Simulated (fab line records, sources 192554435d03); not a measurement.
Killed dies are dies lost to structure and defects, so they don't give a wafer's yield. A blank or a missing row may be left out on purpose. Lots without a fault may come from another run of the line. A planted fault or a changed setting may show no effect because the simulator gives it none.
Chamber matching | flow n5_finfet | N5_BEOL_M2_CO_CAP_55 on cvd_co-01: 3 sister chambers
The step material Co, precursor CCTBA/H2, target thk 2 nm, time 102.1 s. 3 wafers are shown with their chamber, then 12 later ones without.

WAFERS WITH THEIR CHAMBER
wafer  | chamber | heater_power_w (W)
L087.3 | 0       | 224
L090.2 | 2       | 241
L090.5 | 1       | 306

WAFERS WITHOUT THEIR CHAMBER
wafer  | heater_power_w (W)
L091.1 | 242
L091.4 | 324
L091.5 | 227
L095.2 | 306
L095.4 | 238
L095.6 | 311
L096.1 | 325
L096.2 | 230
L096.4 | 244
L097.2 | 320
L097.4 | 242
L097.5 | 223

WHICH CHAMBER EACH WENT THROUGH
wafer  | from the rows above     | in truth
L091.1 | can't be placed: 2 or 0 | 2
L091.4 | 1                       | 1
L091.5 | can't be placed: 0 or 2 | 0
L095.2 | 1                       | 1
L095.4 | can't be placed: 2 or 0 | 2
L095.6 | 1                       | 1
L096.1 | 1                       | 1
L096.2 | can't be placed: 0 or 2 | 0
L096.4 | can't be placed: 2 or 0 | 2
L097.2 | 1                       | 1
L097.4 | can't be placed: 2 or 0 | 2
L097.5 | can't be placed: 0 or 2 | 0
Placed correctly: 5 of 12. Can't be placed from these rows: 7 (the true chamber is among the candidates in 7). Placed wrongly: 0.
How it was worked out, from the rows above alone: a wafer's distance from a chamber is the root of the sum, over the readings, of the square of ((its reading less the chamber's mean) divided by the reading's scatter). The wafer belongs to the nearest chamber; if the next one is less than 2 further off, it can't be placed. A chamber's mean is the mean of its shown wafers. The scatter: with one shown wafer a chamber, the root of the mean of the squares of how far each hidden wafer lies from its nearest shown one.
